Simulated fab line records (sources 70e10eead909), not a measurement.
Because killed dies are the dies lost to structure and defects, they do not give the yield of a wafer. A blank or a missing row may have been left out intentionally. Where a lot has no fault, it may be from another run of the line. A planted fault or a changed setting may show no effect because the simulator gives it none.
Matching of chambers :: flow nand_harc :: NHARC_P_M0_PRE_CLEAN_31 on pecvd-04: 3 sister chambers
The step time 12 s. 6 wafers are shown with their chamber, then 8 later ones without.

WAFERS WITH THEIR CHAMBER
wafer: L829.2
chamber: 2
heater_power_w (W): 574

wafer: L829.4
chamber: 2
heater_power_w (W): 572

wafer: L833.1
chamber: 0
heater_power_w (W): 542

wafer: L837.4
chamber: 1
heater_power_w (W): 609

wafer: L837.5
chamber: 0
heater_power_w (W): 591

wafer: L844.2
chamber: 1
heater_power_w (W): 615

WAFERS WITH NO CHAMBER GIVEN
wafer: L844.3
heater_power_w (W): 524

wafer: L844.6
heater_power_w (W): 573

wafer: L846.1
heater_power_w (W): 590

wafer: L846.3
heater_power_w (W): 632

wafer: L846.6
heater_power_w (W): 616

wafer: L848.2
heater_power_w (W): 590

wafer: L848.4
heater_power_w (W): 574

wafer: L848.5
heater_power_w (W): 593

WHICH CHAMBER EACH ONE RAN IN
wafer: L844.3
from the rows above: can't be placed: 0 or 2
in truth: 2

wafer: L844.6
from the rows above: can't be placed: 2 or 0 or 1
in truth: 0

wafer: L846.1
from the rows above: can't be placed: 2 or 1 or 0
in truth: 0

wafer: L846.3
from the rows above: can't be placed: 1 or 2
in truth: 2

wafer: L846.6
from the rows above: can't be placed: 1 or 2
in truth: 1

wafer: L848.2
from the rows above: can't be placed: 2 or 1 or 0
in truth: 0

wafer: L848.4
from the rows above: can't be placed: 2 or 0 or 1
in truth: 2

wafer: L848.5
from the rows above: can't be placed: 1 or 2 or 0
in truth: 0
Correctly placed: 0 of 8. Cannot be placed on the basis of these rows: 8; the candidates contain the true chamber in 8. Wrongly placed: 0.
How it was worked out, from the rows above alone: a wafer's distance from a chamber is the root of the sum, over the readings, of the square of ((its reading less the chamber's mean) divided by the reading's scatter). The wafer belongs to the nearest chamber; if the next one is less than 2 further off, it can't be placed. Each chamber's mean is taken over the wafers shown for it. The scatter is the square root of a quotient: the sum, over the shown wafers, of each reading's squared deviation from its chamber's mean, divided by wafers minus chambers.
